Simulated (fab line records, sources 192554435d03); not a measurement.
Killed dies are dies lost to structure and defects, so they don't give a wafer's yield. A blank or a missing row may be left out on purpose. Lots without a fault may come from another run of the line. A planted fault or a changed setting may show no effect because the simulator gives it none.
One fault seen from 2 desks | flow n5_finfet | each desk has only its own numbers; what lay behind them comes last

THE METROLOGY DESK
What the gauges read, lot by lot, whatever tool the lot ran on: means of the sampled wafers that have a number. A lot is out of limits, marked OUT, if its mean lies more than 4 standard deviations from the usual mean; the brackets give that distance. Of its 10 readings 7 are shown: those that lie furthest out on some lot.
Columns: A = DIBL_N at N5_BEOL_M4_RC_MEAS_101, usual 36.3 mV/V; B = DIBL_P at N5_BEOL_M4_RC_MEAS_101, usual 36.5 mV/V; C = IOFF_P at N5_BEOL_M4_RC_MEAS_101, usual 0.21 nA/um; D = ION_P at N5_BEOL_M4_RC_MEAS_101, usual 462 uA/um; E = SS_N at N5_BEOL_M4_RC_MEAS_101, usual 71.6 mV/dec; F = SS_P at N5_BEOL_M4_RC_MEAS_101, usual 73.3 mV/dec; G = VT_P at N5_BEOL_M4_RC_MEAS_101, usual -250 mV
lot  | first seen here | A    | B    | C    | D   | E    | F    | G
L565 | day 8 07:23     | 36.4 | 36.9 | 0.22 | 465 | 71.3 | 73.4 | -250
L567 | day 8 14:43     | 37.4 | 37.2 | 0.24 | 466 | 72.1 | 73.8 | -246
L569 | day 9 10:17     | 37.0 | 37.6 | 0.23 | 463 | 72.1 | 72.9 | -251
L573 | day 10 07:21    | 34.6 | 35.0 | 0.21 | 471 | 70.9 | 73.5 | -249
L574 | day 10 09:15    | 35.2 | 35.0 | 0.18 | 454 | 71.2 | 72.6 | -252
L577 | day 11 13:41    | 37.2 | 37.4 | 0.29 | 473 | 71.6 | 73.0 | -243
L583 | day 13 00:05    | 34.3 | 33.9 | 0.18 | 462 | 71.5 | 73.2 | -252
L586 | day 13 10:06    | 35.4 | 36.6 | 0.20 | 457 | 71.7 | 73.7 | -253
L585 | day 13 10:11    | 37.0 | 36.1 | 0.18 | 454 | 71.6 | 74.0 | -253
This desk's finding: nothing out of limits on any of the 9 lots.

THE TOOL OWNER'S DESK: ald_metal-03
The tool's own readings at N5_BEOL_M0_ALD_136 (deposits TaN, pulse time 2 s, purge time 3 s, co reactant purge time 2 s): means of the sampled wafers that have a number, for each lot that ran on this tool. A lot is out of limits, marked OUT, if its mean lies more than 4 standard deviations from the usual mean; the brackets give that distance.
Columns: A = heater_power_w at N5_BEOL_M0_ALD_136, usual 420 W; B = mfc_carrier_sccm at N5_BEOL_M0_ALD_136, usual 1499 sccm; C = precursor_vessel_pressure_torr at N5_BEOL_M0_ALD_136, usual 26.25 Torr
lot  | first seen here | A   | B    | C
L565 | day 6 13:51     | 418 | 1494 | 26.29
L569 | day 7 12:11     | 420 | 1498 | 26.31
L573 | day 8 10:53     | 421 | 1503 | 26.31
L574 | day 8 17:01     | 411 | 1498 | 26.21
This desk's finding: nothing out of limits on any of the 4 lots.

PUT TOGETHER
The metrology desk saw nothing out of limits.
The tool owner's desk saw nothing out of limits.

WHAT THE SIMULATOR HAD PUT IN
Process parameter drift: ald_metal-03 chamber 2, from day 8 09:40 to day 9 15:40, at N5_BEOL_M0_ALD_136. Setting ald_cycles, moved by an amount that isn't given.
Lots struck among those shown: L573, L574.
